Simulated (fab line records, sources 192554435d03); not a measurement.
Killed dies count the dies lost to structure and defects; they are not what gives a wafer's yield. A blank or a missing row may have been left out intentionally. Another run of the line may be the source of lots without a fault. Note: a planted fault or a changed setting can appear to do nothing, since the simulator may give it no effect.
Chamber matching :: flow n5-finfet :: 3 sister chambers for N5_BEOL_M9_CVD_78 on cvd-co-02
The step deposits Co from CCTBA/H2, target thk 2 nm, time 138.9 s. 14 wafers are shown with their chamber, then 6 later ones without.

## WAFERS WITH THEIR CHAMBER
wafer: L863.2
chamber: 0
chamber-pressure-Torr (Torr): 30.04
run-length-s (s): 161.6

wafer: L863.3
chamber: 2
chamber-pressure-Torr (Torr): 30.05
run-length-s (s): 161.8

wafer: L863.5
chamber: 2
chamber-pressure-Torr (Torr): 30.05
run-length-s (s): 162.7

wafer: L864.1
chamber: 2
chamber-pressure-Torr (Torr): 29.93
run-length-s (s): 162.1

wafer: L864.2
chamber: 0
chamber-pressure-Torr (Torr): 30.07
run-length-s (s): 161.7

wafer: L864.4
chamber: 1
chamber-pressure-Torr (Torr): 29.92
run-length-s (s): 162.2

wafer: L870.1
chamber: 1
chamber-pressure-Torr (Torr): 29.99
run-length-s (s): 161.9

wafer: L870.2
chamber: 0
chamber-pressure-Torr (Torr): 30.02
run-length-s (s): 162.3

wafer: L878.1
chamber: 1
chamber-pressure-Torr (Torr): 29.89
run-length-s (s): 162.0

wafer: L878.2
chamber: 0
chamber-pressure-Torr (Torr): 30.02
run-length-s (s): 161.7

wafer: L881.4
chamber: 2
chamber-pressure-Torr (Torr): 29.99
run-length-s (s): 162.2

wafer: L881.6
chamber: 0
chamber-pressure-Torr (Torr): 29.86
run-length-s (s): 161.9

wafer: L883.2
chamber: 2
chamber-pressure-Torr (Torr): 29.97
run-length-s (s): 162.1

wafer: L883.4
chamber: 0
chamber-pressure-Torr (Torr): 30.03
run-length-s (s): 162.7

SIGNATURES, as means of the wafers listed above
reading: chamber-pressure-Torr
chamber 0: 30.0067
chamber 1: 29.9333
chamber 2: 29.9980
scatter within a chamber: 0.063

reading: run-length-s
chamber 0: 161.983
chamber 1: 162.033
chamber 2: 162.180
scatter within a chamber: 0.357
Rule: for each reading, subtract the chamber's mean from the wafer's reading, divide by that reading's scatter and square the result; add these up over the readings and take the root, which gives the wafer's distance from the chamber. The wafer belongs to the nearest chamber; if the next one is less than 2 further off, it can't be placed. The scatter: the root of (the sum of the squares of (reading less its chamber's mean) over the shown wafers, divided by (wafers less chambers)).

## WAFERS WITHOUT THEIR CHAMBER
wafer: L883.5
chamber-pressure-Torr (Torr): 29.99
run-length-s (s): 161.9

wafer: L885.2
chamber-pressure-Torr (Torr): 30.04
run-length-s (s): 161.8

wafer: L885.3
chamber-pressure-Torr (Torr): 30.04
run-length-s (s): 162.2

wafer: L885.5
chamber-pressure-Torr (Torr): 29.95
run-length-s (s): 162.3

wafer: L884.4
chamber-pressure-Torr (Torr): 29.99
run-length-s (s): 162.2

wafer: L884.6
chamber-pressure-Torr (Torr): 30.07
run-length-s (s): 162.7

## WHICH CHAMBER EACH WENT THROUGH
wafer: L883.5
from the rows above: can't be placed: 0 or 2 or 1
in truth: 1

wafer: L885.2
from the rows above: can't be placed: 0 or 2 or 1
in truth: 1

wafer: L885.3
from the rows above: can't be placed: 2 or 0 or 1
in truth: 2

wafer: L885.5
from the rows above: can't be placed: 1 or 2 or 0
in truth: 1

wafer: L884.4
from the rows above: can't be placed: 2 or 0 or 1
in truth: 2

wafer: L884.6
from the rows above: can't be placed: 2 or 0 or 1
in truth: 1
0 of 6 placed correctly. Cannot be placed on the basis of these rows: 6; the candidates contain the true chamber in 6. Number placed wrongly: 0.
